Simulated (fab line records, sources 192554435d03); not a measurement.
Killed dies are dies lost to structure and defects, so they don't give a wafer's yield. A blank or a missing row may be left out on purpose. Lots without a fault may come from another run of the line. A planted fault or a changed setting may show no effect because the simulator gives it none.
fab line records | flow n5_finfet
record lots=11 wafers=31 last_day=16
route steps=1938 shown BEOL_M4@1023 TV_OPEN@1888 PAD_METAL@1894 PASSIVATION@1936
lots that met no fault: from a run of the same line without faults
start_h: hours from the record's first day to the start of the lot's first wafer shown | wait_h: hours since the lot's step before | " the same as in the row above | L1.1+2: a row that stands for several wafers | - no value, or no start given | * or withheld: withheld | < > ~ a bound
route shown NAME@n: a module of which the file shows steps, and the number in the route of the first | usual: mean/standard deviation of fault-free wafers | same: alike in all rows | chamber/n: place in a boat | sites: the reading at each site | _std_site: their standard deviation | _edge_site: outer sites' mean less inner sites' | radius_mm: how far each site lies from the wafer's centre | mask NAME#n: copy n | behind: the tool/chamber that last shaped the wafer | hold: why the lot was held/for how many hours/how that ended | device: the transistor (n, p or np) that didn't switch | end of line: the same wafers' tests at the end of the route | a step without rows: its recipe alone | killed: dies lost to structure and defects at the first sort, not the wafer's yield | map: a wafer's dies, x killed, . not, _ none there
set.NAME: the setting as run; set.NAME@STEP: as run at that earlier step | model.NAME: the simulator's own value behind a step, which no gauge read
steps of the route over a sample of lots; a table a step, a row a wafer
services: from which hour (start_h, from the record's first day; less than 0 if before it) a tool's chamber was out of use, for how many hours, and why
## steps
# step N5_BEOL_M4_PECVD_72
# recipe material=SiO2 target_thk_a=160 temp_c=400 precursor=TEOS/O2 pressure_torr=5.5 rf_w=450 teos_flow_sccm=53.8 gas=O2 flow_sccm=3000 time_s=18
# usual heater_power_w=652/89 showerhead_plenum_p_Torr=8.80/0.07 showerhead_vpp_V=1306/54 susceptor_temp_C=400.02/0.23 throttle_valve_pct=21.7/1.5
# columns lot.wafer tool chamber start_h wait_h heater_power_w showerhead_plenum_p_Torr showerhead_vpp_V susceptor_temp_C throttle_valve_pct
L879.3 pecvd-01 1 172.77 0.0 637 8.70 1326 400.00 21.3
L879.4 " 2 " " 543 8.85 1235 399.97 19.9
L879.6 " 1 " " 625 8.71 1320 399.95 21.4
L881.2 pecvd-03 0 187.36 0.0 795 8.79 1270 400.02 21.4
L881.3 " 1 " " 798 8.89 1260 399.57 23.0
L881.5 " 1 " " 834 8.91 1274 399.83 23.2
L883.1 pecvd-01 2 187.37 0.0 498 8.88 1250 400.01 19.9
L883.2 " 1 " " 627 8.70 1317 399.95 21.0
L883.5 " 1 " " 598 8.71 1321 400.18 21.1
L884.2 pecvd-01 2 198.18 0.0 492 8.89 1223 399.72 19.7
L884.3 " 0 " " 680 8.80 1384 400.51 21.6
L884.5 " 2 " " 479 8.88 1232 400.06 19.6
L885.2 pecvd-01 2 201.84 0.0 590 8.89 1229 400.00 19.7
L885.5 " 0 " " 588 8.83 1357 400.25 21.6
L885.6 " 2 " " 604 8.89 1256 399.80 19.9
L889.4 pecvd-03 1 218.12 0.1 812 8.88 1244 400.13 23.1
L889.6 " 0 " " 745 8.78 1264 400.05 21.5
L888.2 pecvd-03 1 220.86 0.0 779 8.90 1286 399.95 23.4
L888.3 " 1 " " 790 8.88 1266 400.01 23.3
L888.4 " 0 " " 806 8.77 1260 400.16 21.5
L891.2 pecvd-04 2 247.59 0.0 643 8.72 1285 400.30 20.4
L891.3 " 0 " " 597 8.73 1332 400.07 23.7
L891.6 " 2 " " 617 8.74 1283 400.02 20.3
L892.1 pecvd-01 1 256.25 0.0 623 8.71 1302 400.29 21.1
L892.3 " 0 " " 687 8.82 1337 399.78 22.2
L892.4 " 1 " " 616 8.71 1330 400.25 21.3
L894.4 pecvd-03 0 259.58 0.1 770 8.79 1265 399.97 21.7
L894.6 " 1 " " 772 8.89 1282 399.47 23.2
L897.1 pecvd-03 1 271.46 0.0 752 8.90 1256 400.11 23.5
L897.2 " 2 " " 513 8.71 1395 400.09 20.2
L897.6 " 1 " " 782 8.92 1269 400.44 23.2
# step N5_PASSIVATION_VIA_ETCH_13
# recipe chemistry=CHF3/O2 target=SiO2 target_depth_a=6600 CHF3_flow_sccm=50 O2_flow_sccm=5 Ar_flow_sccm=200 time_s=330 mask_material=PR pressure_mtorr=30 source_w=650 bias_w=170 ion_energy_ev=200 ends=cleared
# usual CHF3_flow_sccm=49.97/0.16 bias_w=170.1/0.52 drypump_motor_current_A=5.7/0.31 etch_rf_on_time_s=236/5.5 oes_product_au=0.70/0.065 rf_vpp_V=530/15 showerhead_plenum_p_Torr=2.42/0.086 throttle_valve_pct=18.93/0.26
# columns lot.wafer tool chamber start_h wait_h CHF3_flow_sccm bias_w drypump_motor_current_A etch_rf_on_time_s oes_product_au rf_hours_counter_h rf_vpp_V showerhead_plenum_p_Torr throttle_valve_pct
L879.3 rie_diel-04 2 280.01 0.0 49.89 170.0 6.1 241 0.62 244 514 2.27 18.99
L879.4 " 0 " " 50.22 170.7 5.7 236 0.69 134 497 2.40 18.85
L879.6 " 1 " " 50.21 169.4 5.7 230 0.76 - 530 2.33 18.64
L883.1 rie_diel-03 0 311.41 0.0 49.81 170.7 5.8 232 0.74 86 548 2.53 19.16
L883.2 " 1 " " 50.07 170.1 5.4 233 0.69 146 527 2.44 18.89
L883.5 " 2 " " 49.93 170.2 5.6 234 0.66 - 540 2.51 19.38
L881.2 rie_diel-04 1 312.55 0.0 49.68 169.7 5.7 228 0.75 104 532 2.33 18.66
L881.3 " 0 " " 50.07 170.4 5.7 238 0.68 144 498 2.39 18.89
L881.5 " 0 " " 49.94 170.0 5.7 242 0.68 - 498 2.39 18.88
L885.2 rie_diel-01 0 312.59 0.0 50.02 170.4 5.8 242 0.71 92 549 2.44 18.70
L885.5 " 0 " " 49.69 170.6 5.7 245 0.72 - 550 2.44 18.70
L885.6 " 3 " " 50.01 169.2 5.7 240 0.66 - 513 2.30 19.11
L884.2 rie_diel-01 1 313.84 0.0 49.85 170.0 5.9 229 0.63 233 531 2.29 19.11
L884.3 " 0 " " 50.01 169.7 5.8 246 0.72 92 549 2.44 18.69
L884.5 " 1 " " 49.86 169.8 5.9 230 0.64 - 531 2.29 19.11
L889.4 rie_diel-01 0 330.85 0.0 50.04 171.2 5.8 242 0.71 98 551 2.44 18.70
L889.6 " 2 " " 49.74 171.0 6.4 229 0.64 - 524 2.50 19.05
L888.2 rie_diel-03 3 335.09 0.0 49.71 169.2 5.9 234 0.87 4 512 2.39 18.76
L888.3 " 1 " " 50.06 170.4 5.3 237 0.68 155 528 2.43 18.88
L888.4 " 0 " " 50.00 170.1 5.7 237 0.72 95 549 2.53 19.18
L891.2 rie_diel-04 0 353.29 0.0 49.87 169.7 5.8 238 0.66 156 497 2.39 18.90
L891.3 " 3 " " 49.87 170.4 5.1 233 0.66 178 545 2.39 18.54
L891.6 " 2 " " 49.82 169.3 6.1 240 0.84 - 524 2.55 18.63
L892.1 rie_diel-03 0 366.63 0.0 50.46 169.2 5.7 229 0.71 106 548 2.52 19.21
L892.3 " 3 " " 49.67 170.9 5.9 230 0.83 15 512 2.39 18.77
L892.4 " 0 " " 50.34 169.2 5.8 236 0.71 - 547 2.52 19.21
L894.4 rie_diel-04 3 367.93 0.0 50.09 170.6 5.0 237 0.67 182 545 2.38 18.54
L894.6 " 2 " " 49.92 169.3 6.1 240 0.85 - 523 2.55 18.63
L897.1 rie_diel-03 3 384.24 0.0 49.94 171.1 5.9 235 0.82 21 512 2.38 18.78
L897.2 " 2 " " 49.93 170.4 5.7 237 0.64 212 542 2.50 19.42
L897.6 " 2 " " 49.98 170.6 5.6 237 0.64 - 542 2.50 19.40
# step N5_PASSIVATION_PRE_CLEAN_19
# recipe gas=H2/He time_s=* temp_c=*
# usual heater_power_w=458/48 susceptor_temp_C=*
# columns lot.wafer tool chamber start_h wait_h heater_power_w susceptor_temp_C
L879.3 pvd_sputter-01 - 281.12 0.0 415 *
L879.4 " - " " 585 *
L879.6 " - " " 453 *
L883.1 pvd_sputter-02 - 312.24 0.0 442 *
L883.2 " - " " 505 *
L883.5 " - " " 519 *
L881.2 pvd_sputter-02 - 313.76 0.0 516 *
L881.3 " - " " 438 *
L881.5 " - " " 443 *
L885.2 pvd_sputter-01 - 314.02 0.0 569 *
L885.5 " - " " 430 *
L885.6 " - " " 457 *
L884.2 pvd_sputter-01 - 314.44 0.0 421 *
L884.3 " - " " 462 *
L884.5 " - " " 462 *
L889.4 pvd_sputter-03 - 331.31 0.0 492 *
L889.6 " - " " 490 *
L888.2 pvd_sputter-02 - 337.48 0.0 405 *
L888.3 " - " " 510 *
L888.4 " - " " 438 *
L891.2 pvd_sputter-01 - 353.75 0.0 427 *
L891.3 " - " " 415 *
L891.6 " - " " 450 *
L892.1 pvd_sputter-02 - 367.81 0.0 403 *
L892.3 " - " " 508 *
L892.4 " - " " 444 *
L894.4 pvd_sputter-02 - 368.63 0.0 444 *
L894.6 " - " " 504 *
L897.1 pvd_sputter-02 - 385.24 0.0 509 *
L897.2 " - " " 432 *
L897.6 " - " " 441 *
# step N5_PASSIVATION_PROBE_49
# usual defect_limited_yield=91.6/1.4 killed_at_M0_to_M3=32/9.5 killed_at_M4_up=13/6 killed_at_contacts=12/5.6 killed_at_front_end=39/11 killed_at_other=2.8/2.3 killed_dies=99/16 killed_open=65/12 killed_short=32/7.6 sort_bin_4_leakage=0.1/0.88 sort_bin_5_function=4.8/0.88 sort_bin_6_memory=3.2/0.65 sort_n_pass=1077/29 sort_yield_pct=91.2/2.5
# same gross_dies=1180 killed_at_back_side=0 sort_bin_8_speed[%]=0
# columns lot.wafer tool chamber start_h wait_h defect_limited_yield[%] killed_at_M0_to_M3 killed_at_M4_up killed_at_contacts killed_at_front_end killed_at_other killed_dies killed_open killed_short sort_bin_4_leakage[%] sort_bin_5_function[%] sort_bin_6_memory[%] sort_n_pass sort_yield_pct[%]
L897.1 prober-02 - 391.32 0.0 82.4 24 127 7 44 6 208 62 28 0 10.8 4.5 972 82.4
L897.2 prober-02 - 391.37 0.1 84.4 20 115 12 33 4 184 51 22 0.4 9.8 4.0 991 84.0
L897.6 prober-02 - 391.57 0.3 84.2 31 104 16 31 4 186 65 33 0.3 10.2 4.7 991 84.0
# killed by level:class
L897.1 BEOL_M4:unspecified=108 FIN_SAQP:geometric_particle:open=9 HKMG_FIN:area_etch=9 BEOL_M4:geometric_particle:open=8 STI_FIN_REVEAL:geometric_particle:open=8 BEOL_M3:geometric_particle:open=7 MOL_CONTACT_COAG:geometric_particle:open=6 FIN_SAQP:geometric_particle:short=5
L897.2 BEOL_M4:unspecified=105 MOL_CONTACT_COAG:geometric_particle:open=11 BEOL_M3:geometric_particle:open=6 HKMG_FIN:area_etch=6 FIN_SAQP:geometric_particle:open=5 DUMMY_GATE:geometric_particle:open=4 BEOL_M1:geometric_particle:short=4 BEOL_M4:geometric_particle:open=4
L897.6 BEOL_M4:unspecified=88 STI_FIN_REVEAL:geometric_particle:open=15 MOL_CONTACT_COAG:geometric_particle:open=12 BEOL_M0_SAQP:geometric_particle:open=9 BEOL_M1:geometric_particle:open=7 BEOL_M0_SAQP:geometric_particle:short=5 BEOL_M4:geometric_particle:open=5 STI_FIN_REVEAL:geometric_particle:short=4
## services
# columns tool chamber start_h hours kind
pecvd-03 1 151.52 7.0 repair
pecvd-01 - 161.94 0.6 repair
pecvd-04 - 162.24 0.8 repair
rie_diel-04 2 163.49 3.9 repair
pecvd-04 0 198.47 5.0 repair
pecvd-03 2 202.38 - clean
pecvd-03 2 202.38 - consumable_replace:showerhead
pecvd-03 2 202.38 29.0 scheduled_down
pecvd-03 2 202.38 29.0 vent_cycle
rie_diel-01 - 207.15 2.3 repair
pecvd-01 - 222.27 2.8 pm
pecvd-03 - 228.10 5.5 pm
rie_diel-01 - 229.78 2.5 repair
pecvd-01 0 237.40 3.7 repair
pecvd-01 2 250.46 9.1 repair
rie_diel-03 - 262.64 0.5 repair
rie_diel-04 0 289.58 7.4 repair
rie_diel-04 2 306.17 5.3 repair
pecvd-01 2 326.80 - calibration
pecvd-04 - 331.13 1.0 repair
rie_diel-03 2 342.53 6.8 repair
rie_diel-04 0 344.79 4.5 repair
rie_diel-01 3 352.67 2.8 repair
pvd_sputter-03 - 366.39 1.0 repair
## key
first_sign step=N5_PASSIVATION_PROBE_49 reading=killed_at_M4_up direction=up sigmas=17 usual=13 struck=115
effect step=N5_PASSIVATION_PROBE_49 reading=killed_dies direction=up sigmas=5.7 usual=99 struck=193
more_kills_born_at N5_BEOL_M4_PECVD_72@pecvd-03=301
met_at N5_BEOL_M4_PECVD_72
struck_lots L897
not_acting_at N5_PASSIVATION_VIA_ETCH_13,N5_PASSIVATION_PRE_CLEAN_19
onset_between 259.58 271.46
also_fits time
fault kind=chamber_particle_source tool=pecvd-03 chamber=- onset_h=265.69 steps=N5_BEOL_M4_PECVD_72 rate_per_visit_cm2=0.43694 end_h=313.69
